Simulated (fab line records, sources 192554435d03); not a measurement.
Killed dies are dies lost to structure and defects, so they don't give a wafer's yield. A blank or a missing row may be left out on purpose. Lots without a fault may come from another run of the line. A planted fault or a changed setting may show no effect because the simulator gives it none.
A struck lot beside a sound one | flow n5_finfet | 32 steps out of a route of 1938
Sound: wafers L756.1, L756.2, L756.6. Struck: wafers L755.3, L755.4, L755.5. The cause comes at the end.
At each step with rows: each side's tool, then ch and its chambers, then its first start. Under that, the readings that differ: sound wafers | struck wafers | difference of the means | sigmas: that difference in standard deviations of wafers without a fault.
alike: readings whose means differ by less than 2 such deviations, and words and numbers that are the same on both sides. not compared: withheld readings, readings that some wafer has no value for, bounds like >300 that may hide the same value, and numbers for which the record gives no deviation and whose values overlap.
The two part at a step that has a row with sigmas, a row that says differs or no value, or rows on one side only. Numbers that don't overlap but have no deviation are shown without sigmas and don't part them. A reading that every wafer of one side lacks parts them only if that side has two wafers or more.

first, 9 steps without rows for these wafers: N5_BEOL_M5_PEB_09 (peb time 60 s); N5_BEOL_M5_DEVELOP_10 (develop time 30 s); N5_BEOL_M5_DESCUM_16 (chemistry O2, time 7 s); N5_BEOL_M5_ETCH_72 (etches underlayer in N2/H2, target depth 6.5 nm, time 5.2 s); N5_BEOL_M5_ETCH_61 (etches SiARC in CF4, target depth 15.6 nm, time 26 s); N5_BEOL_M5_ETCH_62 (etches SOC in N2/H2, target depth 75 nm, overetch 15 nm, time 112.5 s); N5_BEOL_M5_STRIP_63 (strips in N2/H2); N5_BEOL_M5_STRIP_73 (strips in N2/H2); N5_BEOL_M5_STRIP_64 (strips in CF4).
N5_BEOL_M5_HM_OPEN_17: chemistry Cl2/BCl3, target TiN, target depth 20 nm, overetch 6 nm.
  sound on rie_metal-03 ch 0, day 14 00:40; struck on rie_metal-03 ch 0, day 14 01:17
  reading                                  | sound      | struck         | difference | sigmas
  model.SOC_of_BEOL_M5_COAT_59.thk_nm (nm) | 52 52 51.8 | 53.4 53.4 53.4 | +1.5       |
  alike: bcl3_flow_sccm, drypump_motor_current_A, oes_ar_750_au, oes_product_au, throttle_valve_pct
  not compared: rf_hours_counter_h
then, 20 steps without rows for these wafers: N5_BEOL_M5_STRIP_19 (strips in O2); N5_BEOL_M5_COAT_65 (time 60 s, resist thk 60 nm); N5_BEOL_M5_COAT_66 (time 60 s, resist thk 12 nm); N5_BEOL_M5_COAT_74 (time 60 s, resist thk 5 nm); N5_BEOL_M5_COAT_22 (resist thk 30 nm); N5_BEOL_M5_EBR_24; N5_BEOL_M5_SOFTBAKE_23 (time 60 s); N5_BEOL_M5_EXPOSE_25 (exposes mask V4, defocus 10 nm); N5_BEOL_M5_PEB_26 (peb time 60 s); N5_BEOL_M5_DEVELOP_27 (develop time 30 s); N5_BEOL_M5_DESCUM_33 (chemistry O2, time 7 s); N5_BEOL_M5_ETCH_75 (etches underlayer in N2/H2, target depth 6.5 nm, time 5.2 s); N5_BEOL_M5_ETCH_67 (etches SiARC in CF4, target depth 15.6 nm, time 26 s); N5_BEOL_M5_ETCH_68 (etches SOC in N2/H2, target depth 80 nm, overetch 16 nm, time 120 s); N5_BEOL_M5_STRIP_69 (strips in N2/H2); N5_BEOL_M5_STRIP_76 (strips in N2/H2); N5_BEOL_M5_VIA_ETCH_34 (etches SiCOH lowk in C4F6/O2, target depth 88.3 nm, time 39.2 s); N5_BEOL_M5_STRIP_85 (strips in C4F6/O2); N5_BEOL_M5_STRIP_36 (strips in N2/H2); N5_BEOL_M5_TRENCH_ETCH_37 (etches SiCOH lowk in C4F6/O2, target depth 71.652 nm, time 24.7 s).
N5_BEOL_M5_ETCH_41: etches SiCN in CH3F/O2, target depth 31.5 nm, time 56.7 s.
  sound on rie_diel-04 ch 0,1,2; struck on rie_diel-01 ch 0,1,3
  alike: O2_flow_sccm, drypump_motor_current_A, oes_product_au, rf_vpp_V, showerhead_plenum_p_Torr, throttle_valve_pct
  not compared: rf_hours_counter_h, model.BEOL_M5.cd_nm
then, 1 step without rows for these wafers: N5_BEOL_M5_STRIP_91 (strips in N2/H2, time 10 s).

WHERE THEY PART
Nowhere in this record.

WHY: what the simulator had put in
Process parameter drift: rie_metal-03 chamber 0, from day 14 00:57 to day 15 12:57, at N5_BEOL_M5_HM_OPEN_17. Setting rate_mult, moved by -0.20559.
